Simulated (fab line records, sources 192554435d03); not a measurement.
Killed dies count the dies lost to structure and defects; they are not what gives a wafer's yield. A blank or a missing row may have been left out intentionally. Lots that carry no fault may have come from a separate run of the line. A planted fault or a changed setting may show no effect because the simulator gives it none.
Split-lot trial :: flow n5_finfet :: route with 1938 steps; 7 lots, 21 wafers read

== SPLIT DETAILS ==
At N5_BEOL_M10_COAT_05 (resist thk 90 nm), the setting spin_rpm was moved away from the recipe's 1500 rpm on 3 of the 21 wafers read, by -9.9% to +6.6%. All remaining wafers had this setting at the recipe value.

== FROM THE SPLIT TO THE READING: what the file shows between them, 5 steps ==
- N5_BEOL_M10_EBR_07
- N5_BEOL_M10_SOFTBAKE_06: time 60 s
- N5_BEOL_M10_EXPOSE_08: exposes mask M10
- N5_BEOL_M10_PEB_09: peb time 60 s
- N5_BEOL_M10_DEVELOP_10: develop time 30 s

== THE READING ==
CAR-ArF_of_BEOL_M10_COAT_05.thk_nm (the simulator's own value, which no gauge read), in nm, at N5_BEOL_M10_DESCUM_16 (chemistry O2, time 7.9 s). The file does not state a usual value for it. Here, 18 wafers ran the recipe; their average is 83.5 nm with a standard deviation of 0.27 nm.

wafer: L077.2
tool, chamber at the split: litho_track-02, 0
spin_rpm as run, rpm: 1500
against the recipe: recipe
CAR-ArF_of_BEOL_M10_COAT_05.thk_nm, nm: 83.2
against lot-mates on the recipe: -

wafer: L077.4
tool, chamber at the split: litho_track-02, 0
spin_rpm as run, rpm: 1500
against the recipe: recipe
CAR-ArF_of_BEOL_M10_COAT_05.thk_nm, nm: 83.6
against lot-mates on the recipe: -

wafer: L077.6
tool, chamber at the split: litho_track-02, 0
spin_rpm as run, rpm: 1352
against the recipe: -9.9%
CAR-ArF_of_BEOL_M10_COAT_05.thk_nm, nm: 88.6
against lot-mates on the recipe: +5.2

wafer: L084.2
tool, chamber at the split: litho_track-05, 0
spin_rpm as run, rpm: 1500
against the recipe: recipe
CAR-ArF_of_BEOL_M10_COAT_05.thk_nm, nm: 83.4
against lot-mates on the recipe: -

wafer: L084.5
tool, chamber at the split: litho_track-05, 0
spin_rpm as run, rpm: 1500
against the recipe: recipe
CAR-ArF_of_BEOL_M10_COAT_05.thk_nm, nm: 83.4
against lot-mates on the recipe: -

wafer: L084.3
tool, chamber at the split: litho_track-05, 0
spin_rpm as run, rpm: 1500
against the recipe: recipe
CAR-ArF_of_BEOL_M10_COAT_05.thk_nm, nm: 83
against lot-mates on the recipe: -

wafer: L089.1
tool, chamber at the split: litho_track-02, 0
spin_rpm as run, rpm: 1500
against the recipe: recipe
CAR-ArF_of_BEOL_M10_COAT_05.thk_nm, nm: 83.4
against lot-mates on the recipe: -

wafer: L089.4
tool, chamber at the split: litho_track-02, 0
spin_rpm as run, rpm: 1500
against the recipe: recipe
CAR-ArF_of_BEOL_M10_COAT_05.thk_nm, nm: 83.4
against lot-mates on the recipe: -

wafer: L089.6
tool, chamber at the split: litho_track-02, 0
spin_rpm as run, rpm: 1500
against the recipe: recipe
CAR-ArF_of_BEOL_M10_COAT_05.thk_nm, nm: 83.2
against lot-mates on the recipe: -

wafer: L093.1
tool, chamber at the split: litho_track-02, 0
spin_rpm as run, rpm: 1500
against the recipe: recipe
CAR-ArF_of_BEOL_M10_COAT_05.thk_nm, nm: 83.8
against lot-mates on the recipe: -

wafer: L093.3
tool, chamber at the split: litho_track-02, 0
spin_rpm as run, rpm: 1500
against the recipe: recipe
CAR-ArF_of_BEOL_M10_COAT_05.thk_nm, nm: 83.6
against lot-mates on the recipe: -

wafer: L093.6
tool, chamber at the split: litho_track-02, 0
spin_rpm as run, rpm: 1500
against the recipe: recipe
CAR-ArF_of_BEOL_M10_COAT_05.thk_nm, nm: 83.2
against lot-mates on the recipe: -

wafer: L090.4
tool, chamber at the split: litho_track-02, 0
spin_rpm as run, rpm: 1599
against the recipe: +6.6%
CAR-ArF_of_BEOL_M10_COAT_05.thk_nm, nm: 80.8
against lot-mates on the recipe: -2.6

wafer: L090.5
tool, chamber at the split: litho_track-02, 0
spin_rpm as run, rpm: 1599
against the recipe: +6.6%
CAR-ArF_of_BEOL_M10_COAT_05.thk_nm, nm: 81
against lot-mates on the recipe: -2.4

wafer: L090.6
tool, chamber at the split: litho_track-02, 0
spin_rpm as run, rpm: 1500
against the recipe: recipe
CAR-ArF_of_BEOL_M10_COAT_05.thk_nm, nm: 83.4
against lot-mates on the recipe: -

wafer: L092.1
tool, chamber at the split: litho_track-05, 0
spin_rpm as run, rpm: 1500
against the recipe: recipe
CAR-ArF_of_BEOL_M10_COAT_05.thk_nm, nm: 83
against lot-mates on the recipe: -

wafer: L092.3
tool, chamber at the split: litho_track-05, 0
spin_rpm as run, rpm: 1500
against the recipe: recipe
CAR-ArF_of_BEOL_M10_COAT_05.thk_nm, nm: 83.4
against lot-mates on the recipe: -

wafer: L092.4
tool, chamber at the split: litho_track-05, 0
spin_rpm as run, rpm: 1500
against the recipe: recipe
CAR-ArF_of_BEOL_M10_COAT_05.thk_nm, nm: 83.6
against lot-mates on the recipe: -

wafer: L096.2
tool, chamber at the split: litho_track-04, 0
spin_rpm as run, rpm: 1500
against the recipe: recipe
CAR-ArF_of_BEOL_M10_COAT_05.thk_nm, nm: 83.8
against lot-mates on the recipe: -

wafer: L096.3
tool, chamber at the split: litho_track-04, 0
spin_rpm as run, rpm: 1500
against the recipe: recipe
CAR-ArF_of_BEOL_M10_COAT_05.thk_nm, nm: 83.8
against lot-mates on the recipe: -

wafer: L096.6
tool, chamber at the split: litho_track-04, 0
spin_rpm as run, rpm: 1500
against the recipe: recipe
CAR-ArF_of_BEOL_M10_COAT_05.thk_nm, nm: 84
against lot-mates on the recipe: -

THE FIT
A straight line over all 21 wafers: CAR-ArF_of_BEOL_M10_COAT_05.thk_nm changes by -0.459 nm for each +1% of spin_rpm; r = -0.97; the points scatter about the line by 0.33 nm.
The same after taking each lot's own level away (the mean of its wafers on the recipe; 21 wafers): -0.459 nm for each +1%; r = -0.98; scatter 0.28 nm.
That fit puts the effect of the largest move of spin_rpm on the reading at 4.5 nm.
From 83.27 to 83.87 nm: that is the span of the lots' own levels, equal to 2.2 times the standard deviation above.
The two slopes agree, so the slope changes little with the lot-to-lot level.
Check: for one of the wafers moved furthest among these (-9.9%), held out of the fit, the line's prediction against its lot-mates is +3.74 nm. It came out at +5.2 nm against them.

== THE WHOLE CHAIN: every reading that the file lists as answering this split, in the file's order ==
step: N5_BEOL_M10_COAT_05
what it does: resist thk 90 nm
reading: CAR-ArF_of_BEOL_M10_COAT_05.thk_nm (the simulator's own value, which no gauge read)
change (the file's fit): -0.472 nm for each +1% of the setting
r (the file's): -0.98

step: N5_BEOL_M10_DEVELOP_10
what it does: develop time 30 s
reading: CAR-ArF_of_BEOL_M10_COAT_05.thk_nm (the simulator's own value, which no gauge read)
change (the file's fit): -0.491 nm for each +1% of the setting
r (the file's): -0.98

step: N5_BEOL_M10_DESCUM_16
what it does: chemistry O2, time 7.9 s
reading: CAR-ArF_of_BEOL_M10_COAT_05.thk_nm (the simulator's own value, which no gauge read)
change (the file's fit): -0.481 nm for each +1% of the setting
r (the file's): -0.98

== THE FILE'S OWN FIT ==
CAR-ArF_of_BEOL_M10_COAT_05.thk_nm changes by -0.481 nm for each +1% of spin_rpm, r = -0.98.
